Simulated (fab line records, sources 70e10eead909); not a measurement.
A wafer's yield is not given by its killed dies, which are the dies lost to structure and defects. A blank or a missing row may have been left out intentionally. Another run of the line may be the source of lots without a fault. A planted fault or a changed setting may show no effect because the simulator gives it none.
fab line records ; flow nandHarc
[record] lots = 11; wafers = 33; lastDay = 34
route steps=1302 shown A_SLIT@936 A_WL_FILL@953 END@1302
lots that met no fault: taken from a fault-free run of the same line
startH: hours from the record's first day to the start of the lot's first wafer shown ; waitH: hours elapsed since this lot's preceding step ; " same as the row above ; L1.1+2: one row covering several wafers at once ; - no value, or no start was given ; * or withheld: withheld ; < > ~ a bound
route shown NAME@n: NAME is a module with steps in the file, n the number in the route of the first one ; usual: the fault-free wafers' mean and standard deviation ; same: alike in all rows ; chamber/n: place in a boat ; sites: per-site readings ; _std_site: the standard deviation of these ; _edge_site: outer sites' mean less inner sites' ; radiusMm: how far each site lies from the wafer's centre ; mask NAME#n: copy n ; behind: the most recent tool/chamber to have shaped the wafer ; hold: the reason the lot was held/the length of the hold in hours/how it ended ; device: which transistor (n, p or np) failed to switch ; end of line: the same wafers' tests at the end of the route ; where a step has no rows: the recipe by itself ; killed: count of dies lost to structure and defects at first sort (not the wafer's yield) ; map: per-die view of a wafer (x killed, . not killed, _ where there is no die)
set.NAME: the setting that was run; set.NAME@STEP: the one run at that earlier step ; model.NAME: the simulator's own value behind a step, which no gauge read
the route's steps for a sample of lots (tables are steps, rows are wafers)
services: from which hour (startH, from the record's first day; less than 0 if before it) a tool's chamber was out of use, for how many hours, and why
[[steps]]
[step NHARC_A_SLIT_DESCUM_14]
[recipe] timeS = 3; o2FlowSccm = 200; arFlowSccm = 0; biasPowerW = 0; chemistry = O2
[usual] drypumpMotorCurrentA = 5.7/0.38; oesProductAu = 1.003/0.015; rfVppV = 57.9/0.86; showerheadPlenumPTorr = 1.93/0.081; throttleValvePct = 11.312/0.0095
[same] timeS = 3
lot.wafer;tool;chamber;startH;waitH;drypumpMotorCurrentA;oesProductAu;rfHoursCounterH;rfVppV;showerheadPlenumPTorr;throttleValvePct
L616.1;rieDiel-08;2;465.00;0.1;5.2;0.999;6.1;58.5;1.93;11.318
L616.2;rieDiel-08;1;465.00;0.1;6.4;0.988;6.9;59.7;1.93;11.318
L616.5;rieDiel-08;2;465.00;0.1;5.2;1.014;-;58.2;1.93;11.318
L617.3;rieDiel-02;0;476.00;0.1;5.7;1.004;3.2;57.5;1.82;11.322
L617.2;rieDiel-02;2;476.00;0.1;5.7;0.999;3.5;59.6;2.00;11.312
L617.5;rieDiel-02;2;476.00;0.1;5.6;0.996;-;59.3;2.00;11.309
L619.2;rieDiel-02;3;492.15;0.1;5.9;1.015;3.0;56.9;1.78;11.327
L619.4;rieDiel-02;1;492.15;0.1;5.3;1.003;3.3;55.5;1.80;11.305
L619.6;rieDiel-02;3;492.15;0.1;5.9;1.026;-;57.1;1.78;11.304
L620.3;rieDiel-01;0;505.84;0.1;5.8;1.002;5.2;58.5;2.03;11.310
L620.6;rieDiel-01;2;505.84;0.1;5.5;1.016;-;58.1;1.92;11.308
L620.5;rieDiel-01;3;505.84;0.1;5.8;1.019;-;57.8;1.96;11.309
L621.1;rieDiel-02;3;519.81;0.1;5.9;1.011;4.7;60.0;1.78;11.301
L621.3;rieDiel-02;0;519.81;0.1;5.7;0.994;6.4;57.5;1.82;11.308
L621.6;rieDiel-02;1;519.81;0.1;5.3;1.013;-;57.1;1.80;11.293
L630.3;rieDiel-08;1;592.50;0.1;6.3;0.978;3.8;58.5;1.93;11.315
L630.6;rieDiel-08;0;592.50;0.1;5.1;0.988;-;58.3;1.96;11.309
L630.5;rieDiel-08;1;592.50;0.1;6.3;0.979;-;58.5;1.93;11.309
L631.3;rieDiel-01;1;616.37;0.1;6.4;1.020;2.5;57.7;1.96;11.318
L631.2;rieDiel-01;2;616.37;0.1;5.5;0.997;3.0;57.2;1.92;11.324
L631.4;rieDiel-01;3;616.37;0.1;5.8;1.008;2.7;58.3;1.96;11.307
L632.3;rieDiel-02;3;617.01;0.1;5.9;0.994;0.8;56.1;1.78;11.320
L632.6;rieDiel-02;0;617.01;0.1;5.7;0.974;-;58.4;1.81;11.315
L632.5;rieDiel-02;1;617.01;0.1;5.4;1.005;-;57.4;1.80;11.312
L635.2;rieDiel-01;0;643.98;0.1;5.8;0.988;4.0;58.3;2.03;11.314
L635.4;rieDiel-01;2;643.98;0.1;5.5;0.984;4.0;57.7;1.92;11.329
L635.6;rieDiel-01;1;643.98;0.1;6.4;1.005;-;58.7;1.96;11.308
L636.2;rieDiel-02;0;659.74;0.1;5.7;0.990;3.7;58.9;1.81;11.295
L636.3;rieDiel-02;3;659.74;0.1;5.9;0.998;3.8;58.3;1.78;11.297
L636.5;rieDiel-02;2;659.74;0.1;5.6;0.998;-;57.4;1.99;11.306
L638.2;rieDiel-08;2;686.65;0.1;5.2;1.025;10.7;59.0;1.93;11.313
L638.4;rieDiel-08;3;686.65;0.1;5.4;1.031;10.6;59.4;2.03;11.310
L638.6;rieDiel-08;2;686.65;0.1;5.2;1.015;-;58.4;1.93;11.320
[step NHARC_A_SLIT_ETCH_15]
[recipe] targetDepthA = 62000; overEtchFrac = 0.3; timeS = 1612; ionEnergyEv = 150; o2FlowSccm = 400; cosFlowSccm = 20; arFlowSccm = 0; rfW = 500; biasW = 300; chemistry = O2/COS
[usual] drypumpMotorCurrentA = 5.7/0.38; oesProductAu = 1.002/0.014; rfFwdPowerW = 499.6/1.5; rfVppV = 314.6/2; showerheadPlenumPTorr = 3.15/0.13; throttleValvePct = 28.330/0.0092
[same] timeS = 1612
lot.wafer;tool;chamber;startH;waitH;drypumpMotorCurrentA;oesProductAu;rfFwdPowerW;rfHoursCounterH;rfVppV;showerheadPlenumPTorr;throttleValvePct
L616.2;rieDiel-08;0;-;-;5.1;0.993;502.2;7.1;315.2;3.20;28.331
L616.1;rieDiel-08;3;-;-;5.4;1.030;496.7;6.3;317.3;3.31;28.325
L616.5;rieDiel-08;1;-;-;6.3;0.979;502.8;-;314.6;3.14;28.322
L617.3;rieDiel-02;3;-;-;5.9;1.012;500.8;2.1;311.7;2.91;28.315
L617.2;rieDiel-02;0;-;-;5.7;0.985;500.2;3.5;312.6;2.97;28.335
L617.5;rieDiel-02;0;-;-;5.7;1.001;499.4;-;312.8;2.97;28.323
L619.2;rieDiel-02;1;-;-;5.4;1.004;499.0;3.5;312.7;2.95;28.352
L619.4;rieDiel-02;2;-;-;5.6;0.997;497.9;4.9;316.8;3.25;28.319
L619.6;rieDiel-02;1;-;-;5.4;1.005;499.4;-;312.5;2.95;28.346
L620.3;rieDiel-01;0;-;-;5.8;0.999;499.5;5.5;316.3;3.31;28.331
L620.5;rieDiel-01;3;-;-;5.8;1.016;497.3;-;315.4;3.20;28.336
L620.6;rieDiel-01;0;-;-;5.8;0.999;501.5;-;316.7;3.31;28.337
L621.3;rieDiel-02;0;-;-;5.7;1.000;500.0;6.7;312.8;2.97;28.329
L621.1;rieDiel-02;2;-;-;5.7;1.002;500.6;7.5;315.9;3.25;28.339
L621.6;rieDiel-02;1;-;-;5.3;1.013;500.6;-;310.9;2.95;28.334
L630.3;rieDiel-08;3;-;-;5.4;1.021;498.0;3.6;317.1;3.30;28.338
L630.6;rieDiel-08;2;-;-;5.2;1.008;501.2;-;314.7;3.15;28.331
L630.5;rieDiel-08;3;-;-;5.4;1.026;500.7;-;314.9;3.30;28.319
L631.4;rieDiel-01;0;-;-;5.8;0.998;499.8;2.6;315.8;3.30;28.313
L631.2;rieDiel-01;2;-;-;5.5;1.009;497.1;3.3;313.6;3.14;28.341
L631.3;rieDiel-01;3;-;-;5.8;1.003;501.3;3.0;315.6;3.20;28.343
L632.3;rieDiel-02;0;-;-;5.7;0.977;502.2;1.0;311.2;2.97;28.318
L632.5;rieDiel-02;3;-;-;5.9;0.991;501.1;-;311.3;2.91;28.327
L632.6;rieDiel-02;0;-;-;5.7;0.985;502.7;-;312.9;2.97;28.339
L635.4;rieDiel-01;3;-;-;5.8;0.997;497.7;4.0;315.3;3.19;28.336
L635.2;rieDiel-01;0;-;-;5.8;0.990;500.2;4.2;318.1;3.30;28.331
L635.6;rieDiel-01;3;-;-;5.8;1.009;497.0;-;315.2;3.20;28.321
L636.3;rieDiel-02;2;-;-;5.6;0.985;496.6;3.7;317.9;3.25;28.331
L636.2;rieDiel-02;0;-;-;5.7;0.982;498.0;4.0;312.0;2.97;28.318
L636.5;rieDiel-02;2;-;-;5.6;0.981;499.6;-;314.8;3.25;28.321
L638.2;rieDiel-08;0;-;-;5.1;0.991;500.2;8.1;315.0;3.19;28.321
L638.4;rieDiel-08;1;-;-;6.3;0.977;498.2;10.0;314.9;3.14;28.332
L638.6;rieDiel-08;0;-;-;5.1;0.977;501.2;-;315.5;3.19;28.332
[step NHARC_A_SLIT_ETCH_17]
[recipe] biasV = 900; sourceW = withheld; pressureMtorr = 20; arFlowSccm = 375; c4f8FlowSccm = 83.3; o2FlowSccm = 41.7; timeS = 4254.5; targetDepthA = 2.03e+05; chemistry = C4F8/O2/Ar
[usual] drypumpMotorCurrentA = 5.3/0.44; heBacksideLeakSccm = 6.2/0.82; showerheadPlenumPTorr = 3.74/0.17; throttleValvePct = 32.045/0.0091
[same] timeS = 4254.5
lot.wafer;tool;chamber;startH;waitH;drypumpMotorCurrentA;heBacksideLeakSccm;rfHoursCounterH;showerheadPlenumPTorr;throttleValvePct
L616.1;harEtch-02;0;466.25;-;4.8;5.0;39;3.92;32.053
L616.2;harEtch-02;1;466.25;-;5.4;5.8;39;3.92;32.052
L616.5;harEtch-02;0;468.67;-;4.8;5.2;-;3.92;32.053
L617.2;harEtch-02;0;477.50;-;4.9;5.1;47;3.91;32.046
L617.3;harEtch-02;0;478.72;-;4.8;5.3;-;3.91;32.036
L617.5;harEtch-02;0;479.94;-;4.9;5.3;-;3.91;32.060
L619.2;harEtch-01;0;494.03;-;6.1;6.2;271;3.53;32.050
L619.4;harEtch-01;0;495.24;-;6.0;6.9;-;3.53;32.049
L619.6;harEtch-01;0;496.45;-;6.0;6.3;-;3.53;32.044
L620.3;harEtch-02;0;508.91;-;4.8;5.3;-;3.90;32.038
L620.5;harEtch-02;1;508.91;-;5.4;5.8;-;3.90;32.035
L620.6;harEtch-02;0;508.91;-;4.8;5.1;-;3.90;32.037
L621.1;harEtch-01;0;521.05;-;6.0;7.6;283;3.52;32.044
L621.3;harEtch-01;0;522.25;-;6.0;7.4;-;3.52;32.052
L621.6;harEtch-01;0;523.45;-;6.0;7.3;-;3.52;32.043
L630.3;harEtch-01;0;594.97;-;6.1;7.9;-;3.50;32.046
L630.6;harEtch-01;0;596.18;-;6.0;7.8;-;3.50;32.047
L630.5;harEtch-01;1;596.18;-;5.1;6.2;-;3.61;32.049
L631.2;harEtch-02;0;618.23;-;4.8;5.4;123;3.87;32.053
L631.3;harEtch-02;1;618.23;-;5.4;6.1;-;3.87;32.049
L631.4;harEtch-02;0;618.23;-;4.8;5.3;-;3.87;32.052
L632.3;harEtch-01;1;619.46;-;5.1;6.6;-;3.60;32.045
L632.5;harEtch-01;1;620.67;-;5.1;6.3;-;3.60;32.064
L632.6;harEtch-01;0;620.67;-;6.0;7.0;-;3.49;32.054
L635.2;harEtch-02;0;645.83;-;4.8;5.3;142;3.86;32.034
L635.4;harEtch-02;1;645.83;-;5.4;6.2;-;3.86;32.040
L635.6;harEtch-02;0;648.23;-;4.8;5.6;-;3.86;32.037
L636.2;harEtch-02;0;665.40;-;4.8;5.5;153;3.85;32.035
L636.3;harEtch-02;1;665.40;-;5.4;6.1;-;3.85;32.041
L636.5;harEtch-02;0;667.87;-;4.8;5.5;-;3.85;32.044
L638.2;harEtch-01;0;690.80;-;6.1;7.7;383;3.47;32.031
L638.4;harEtch-01;0;692.02;-;6.0;7.4;-;3.47;32.053
L638.6;harEtch-01;1;693.87;-;5.1;6.8;-;3.58;32.046
[step NHARC_A_WL_FILL_RTA_01]
[recipe] tempC = 1000; timeS = 5
[usual] lampPowerPct = 31.5/2.6; wafer_temp_C_max = 1003.2/0.92
[same] timeS = 5
lot.wafer;tool;chamber;startH;waitH;lampPowerPct;wafer_temp_C_max
L616.1;rtpAnneal-02;0;478.20;-;33.9;1003.3
L616.2;rtpAnneal-02;0;478.20;-;33.9;1004.3
L616.5;rtpAnneal-02;0;478.20;-;33.9;1003.3
L617.2;rtpAnneal-01;0;489.60;-;28.7;1003.1
L617.3;rtpAnneal-01;0;489.60;-;28.7;1003.3
L617.5;rtpAnneal-01;0;489.60;-;28.7;1002.5
L619.2;rtpAnneal-02;0;505.60;-;30.4;964.4
L619.4;rtpAnneal-02;0;505.60;-;30.4;964.9
L619.6;rtpAnneal-02;0;505.60;-;30.4;966.4
L620.3;rtpAnneal-01;0;519.13;-;28.7;1002.5
L620.5;rtpAnneal-01;0;519.13;-;28.7;1002.8
L620.6;rtpAnneal-01;0;519.13;-;28.7;1003.8
L621.1;rtpAnneal-02;0;532.99;-;30.5;967.1
L621.3;rtpAnneal-02;0;532.99;-;30.4;965.8
L621.6;rtpAnneal-02;0;532.99;-;30.4;965.3
L630.3;rtpAnneal-01;0;605.93;-;28.8;1000.7
L630.5;rtpAnneal-01;0;605.93;-;28.7;1001.6
L630.6;rtpAnneal-01;0;605.93;-;28.7;1001.3
L631.2;rtpAnneal-02;0;629.62;-;34.0;1003.6
L631.3;rtpAnneal-02;0;629.62;-;34.0;1004.0
L631.4;rtpAnneal-02;0;629.62;-;34.0;1002.4
L632.3;rtpAnneal-01;0;629.66;-;28.7;1003.0
L632.5;rtpAnneal-01;0;629.66;-;28.7;1002.7
L632.6;rtpAnneal-01;0;629.66;-;28.7;1002.2
L635.2;rtpAnneal-02;0;657.15;-;34.0;1004.3
L635.4;rtpAnneal-02;0;657.15;-;33.9;1004.2
L635.6;rtpAnneal-02;0;657.15;-;33.9;1004.2
L636.2;rtpAnneal-02;0;676.96;-;34.0;1003.4
L636.3;rtpAnneal-02;0;676.96;-;34.0;1003.6
L636.5;rtpAnneal-02;0;676.96;-;33.9;1003.9
L638.2;rtpAnneal-01;0;702.84;-;28.7;1003.2
L638.4;rtpAnneal-01;0;702.84;-;28.7;1002.4
L638.6;rtpAnneal-01;0;702.84;-;28.7;1002.0
[step NHARC_END_SORT_01]
[recipe] tempC = 25
[usual] killedAtArray = 54/17; killedAtOther = 0.7/1; killedAtPeriphery = 3.7/2.9; killedDies = 58/16; killedOpen = 3.2/1.9; killedShort = 2.2/1.5
[same] grossDies = 677
lot.wafer;tool;chamber;startH;waitH;killedAtArray;killedAtOther;killedAtPeriphery;killedDies;killedOpen;killedShort
L630.3;prober-02;0;700.18;3.1;68;1;8;77;2;4
L630.5;prober-02;0;701.79;3.7;54;1;3;58;5;1
L630.6;prober-02;0;702.59;4.0;91;0;8;99;3;1
L631.2;prober-02;0;727.56;2.8;39;1;2;42;1;2
L631.3;prober-02;0;728.36;3.1;53;0;1;54;2;5
L631.4;prober-02;0;729.17;3.4;50;2;1;53;1;4
// killed by level:class
L630.3 A_CHANNEL_HOLE_D1:chamberFilmFlake=29 A_SLIT:chamberFilmFlake=28 A_CONTACT:chamberFilmFlake=4 A_STAIRCASE:chamberFilmFlake=3 P_ZERO_WELL:chamberFilmFlake=2 P_BONDPAD:chamberFilmFlake=2 P_GATE:geometricParticle:short=1 P_GATE:geometricParticle:open=1
L630.5 A_CHANNEL_HOLE_D1:chamberFilmFlake=32 A_SLIT:chamberFilmFlake=15 A_STAIRCASE:chamberFilmFlake=2 P_GATE:geometricParticle:open=1 P_M0:geometricParticle:open=1 A_DECK1_JOINT:geometricParticle:open=1 A_CHANNEL_FILL_D2:geometricParticle:open=1 A_SGD_CUT:geometricParticle:short=1
L630.6 A_SLIT:chamberFilmFlake=39 A_CHANNEL_HOLE_D1:chamberFilmFlake=37 A_STAIRCASE:chamberFilmFlake=5 A_CONTACT:chamberFilmFlake=5 P_ZERO_WELL:chamberFilmFlake=2 P_M2:chamberFilmFlake=2 P_BONDPAD:chamberFilmFlake=2 P_GATE:geometricParticle:open=1
L631.2 A_CHANNEL_HOLE_D1:chamberFilmFlake=26 A_SLIT:chamberFilmFlake=5 A_WL_FILL:chamberFilmFlake=3 P_M0:geometricParticle:short=1 A_ONON_D1:geometricParticle:short=1 A_M0:geometricParticle:open=1 P_BONDPAD:chamberFilmFlake=1 A_ZERO_WELL:chamberFilmFlake=1
L631.3 A_CHANNEL_HOLE_D1:chamberFilmFlake=37 A_STAIRCASE:chamberFilmFlake=3 A_SGD_CUT:chamberFilmFlake=2 A_CONTACT:chamberFilmFlake=2 P_CONTACT:geometricParticle:short=1 A_SOURCE_PLATE:geometricParticle:short=1 A_ONON_D1:geometricParticle:open=1 A_CHANNEL_HOLE_D2:geometricParticle:short=1
L631.4 A_CHANNEL_HOLE_D1:chamberFilmFlake=36 A_SLIT:chamberFilmFlake=3 A_CONTACT:chamberFilmFlake=2 A_BLC:chamberFilmFlake=2 THIN_TSV:chamberFilmFlake=2 P_M0:geometricParticle:short=1 A_ONON_D1:geometricParticle:short=1 A_CHANNEL_HOLE_D1:geometricParticle:open=1
[[services]]
tool;chamber;startH;hours;kind
rieDiel-01;-;454.69;4.7;repair
rieDiel-02;3;456.50;15.5;repair
rieDiel-02;0;459.03;-;clean
rieDiel-02;1;459.03;-;clean
rieDiel-02;2;459.03;-;clean
rieDiel-02;1;472.27;8.3;repair
rieDiel-02;0;483.53;-;clean
rieDiel-02;1;483.53;-;clean
rieDiel-02;2;483.53;-;clean
rieDiel-02;-;512.05;0.1;repair
rieDiel-02;1;526.83;2.7;repair
rieDiel-01;2;527.84;4.8;repair
rieDiel-02;3;536.85;1.9;repair
rieDiel-08;-;544.80;9.0;pm
rieDiel-01;-;557.80;9.0;pm
rieDiel-02;-;578.03;9.0;pm
rieDiel-01;3;598.30;6.0;repair
rieDiel-02;-;611.10;0.6;repair
rieDiel-08;0;620.49;14.1;repair
rieDiel-02;1;623.04;37.6;repair
rieDiel-02;3;642.82;1.3;repair
rieDiel-01;0;662.24;17.4;repair
rieDiel-01;1;685.64;4.7;repair
rieDiel-08;1;700.47;4.1;repair
[[key]]
[firstSign] step = NHARC_A_WL_FILL_RTA_01; reading = wafer_temp_C_max; direction = down; sigmas = 41; usual = *; struck = *
effect none on later readings
metAt NHARC_A_WL_FILL_RTA_01
struckLots L619,L621
testerLeftOut L619,L621
notActingAt NHARC_A_SLIT_DESCUM_14,NHARC_A_SLIT_ETCH_15,NHARC_A_SLIT_ETCH_17
onsetBetween 478.20 505.60
[fault] kind = processParameterDrift; tool = rtpAnneal-02; chamber = -; onsetH = 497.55; steps = NHARC_A_WL_FILL_RTA_01; channel = tempC; offset = *; shape = step; endH = 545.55; actsIn = *; stated = *
// testerLeftOut: of these lots the tester's yield and bins aren't shown, on N5 and GAA mostly nor the transistor test; their killed dies are dies lost to structure and defects alone, not to doping, threshold or leakage, so they don't give the yield
